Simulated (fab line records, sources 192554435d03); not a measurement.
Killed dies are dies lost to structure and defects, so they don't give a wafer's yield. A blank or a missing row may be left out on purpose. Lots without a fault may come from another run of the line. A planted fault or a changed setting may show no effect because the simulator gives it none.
One fault seen from 3 desks | flow n5_finfet | each desk has only its own numbers; what lay behind them comes last

THE METROLOGY DESK
What the gauges read, lot by lot, whatever tool the lot ran on: means of the sampled wafers that have a number. A lot is out of limits, marked OUT, if its mean lies more than 4 standard deviations from the usual mean; the brackets give that distance. Of its 12 readings 7 are shown: the one that was out of limits first, and those that lie furthest out on some lot.
Columns: A = IOFF_N at N5_BEOL_M4_RC_MEAS_101, usual 0.18 nA/um; B = IOFF_P at N5_BEOL_M4_RC_MEAS_101, usual 0.23 nA/um; C = SS_N at N5_BEOL_M4_RC_MEAS_101, usual 71.7 mV/dec; D = VT_N at N5_BEOL_M4_RC_MEAS_101, usual 249 mV; E = VT_P at N5_BEOL_M4_RC_MEAS_101, usual -250 mV; F = M5_THK at N5_BEOL_M5_THK_MEAS_53, usual 61.3 nm; G = M5_RS at N5_BEOL_M5_RS_MEAS_57, usual 0.395 ohm/sq
lot  | first seen here | A    | B    | C    | D   | E    | F                       | G
L104 | day 8 05:15     | 0.18 | 0.23 | 72.1 | 249 | -251 | 59.3                    | 0.409
L103 | day 8 08:13     | 0.17 | 0.21 | 71.4 | 249 | -251 | 63.4                    | 0.379
L116 | day 11 11:25    | 0.23 | 0.28 | 72.4 | 243 | -246 | 308.2 (+99 or more) OUT | 0.053 (-24) OUT
L117 | day 11 11:47    | 0.17 | 0.21 | 71.9 | 250 | -250 | 304.5 (+99 or more) OUT | 0.054 (-24) OUT
L121 | day 12 14:08    | 0.25 | 0.32 | 72.7 | 243 | -245 | 61.3                    | 0.391
L123 | day 13 07:21    | 0.18 | 0.18 | 72.0 | 247 | -256 | 60.5                    | 0.401
L125 | day 13 12:54    | 0.19 | 0.22 | 71.9 | 246 | -251 | 58.6                    | 0.414
L124 | day 13 16:04    | 0.13 | 0.16 | 71.0 | 253 | -257 | 59.9                    | 0.406
This desk's finding: out of limits on L116, L117; first on L116, day 11 23:09 (M5_THK at N5_BEOL_M5_THK_MEAS_53). In limits: L104, L103, L121, L123, L125, L124.

THE DEFECT DESK
What the inspections along the route counted, lot by lot: means of the sampled wafers that have a number. A lot is out of limits, marked OUT, if its mean lies more than 4 standard deviations from the usual mean; the brackets give that distance.
Columns: A = raw_defect_count at N5_BEOL_M5_INSPECT_58, usual 67
lot  | first seen here | A
L104 | day 8 18:07     | 82
L103 | day 8 20:53     | 69
L116 | day 11 23:26    | 2071 (+91) OUT
L117 | day 12 01:19    | 1980 (+87) OUT
L121 | day 13 02:44    | 69
L123 | day 13 18:06    | 61
L125 | day 14 01:51    | 65
L124 | day 14 02:47    | 72
This desk's finding: out of limits on L116, L117; first on L116, day 11 23:26 (raw_defect_count at N5_BEOL_M5_INSPECT_58). In limits: L104, L103, L121, L123, L125, L124.

THE TOOL OWNER'S DESK: cmp-01
The tool's own readings at N5_BEOL_M5_CMP_52 (polishes, stops on SiCOH lowk, t overpolish 6.9 s, target thk 62 nm): means of the sampled wafers that have a number, for each lot that ran on this tool. A lot is out of limits, marked OUT, if its mean lies more than 4 standard deviations from the usual mean; the brackets give that distance.
Columns: A = barrier_field_endpoint_s at N5_BEOL_M5_CMP_52, usual 24.4 s; B = clearing_platen_down_force_psi at N5_BEOL_M5_CMP_52, usual 1.4997 psi; C = clearing_platen_rpm at N5_BEOL_M5_CMP_52, usual 50.000 rpm; D = motor_current_A at N5_BEOL_M5_CMP_52, usual 6.2 A; E = overpolish_run_s at N5_BEOL_M5_CMP_52, usual 6.900 s; F = slurry_flow_ml_min at N5_BEOL_M5_CMP_52, usual 150.0; G = time_to_endpoint_s at N5_BEOL_M5_CMP_52, usual 62 s
lot  | first seen here | A    | B      | C      | D   | E     | F     | G
L104 | day 8 17:20     | 24.2 | 1.4976 | 50.006 | 5.8 | 6.901 | 149.8 | 64
L103 | day 8 20:19     | 24.1 | 1.4968 | 50.009 | 5.7 | 6.896 | 150.0 | 60
L121 | day 13 02:12    | 24.6 | 1.4992 | 50.005 | 6.3 | 6.898 | 150.6 | 61
L125 | day 14 01:15    | 24.2 | 1.4973 | 50.026 | 5.7 | 6.903 | 150.0 | 61
L124 | day 14 02:14    | 25.4 | 1.5025 | 50.015 | 6.1 | 6.900 | 150.0 | 65
This desk's finding: nothing out of limits on any of the 5 lots.

PUT TOGETHER
The metrology desk could have raised an alarm at day 11 23:09, on L116, L117.
The defect desk could have raised an alarm at day 11 23:26, on L116, L117.
The tool owner's desk saw nothing out of limits.
The tool owner's desk has no number on record for L116, L117.
Of the lots named, all ran N5_BEOL_M5_CMP_52 on cmp-01.

WHAT THE SIMULATOR HAD PUT IN
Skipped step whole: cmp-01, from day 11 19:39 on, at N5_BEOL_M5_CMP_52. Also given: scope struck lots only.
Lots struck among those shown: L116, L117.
Hours from the fault's start to each desk's first reading out of limits: the metrology desk, 4; the defect desk, 4.
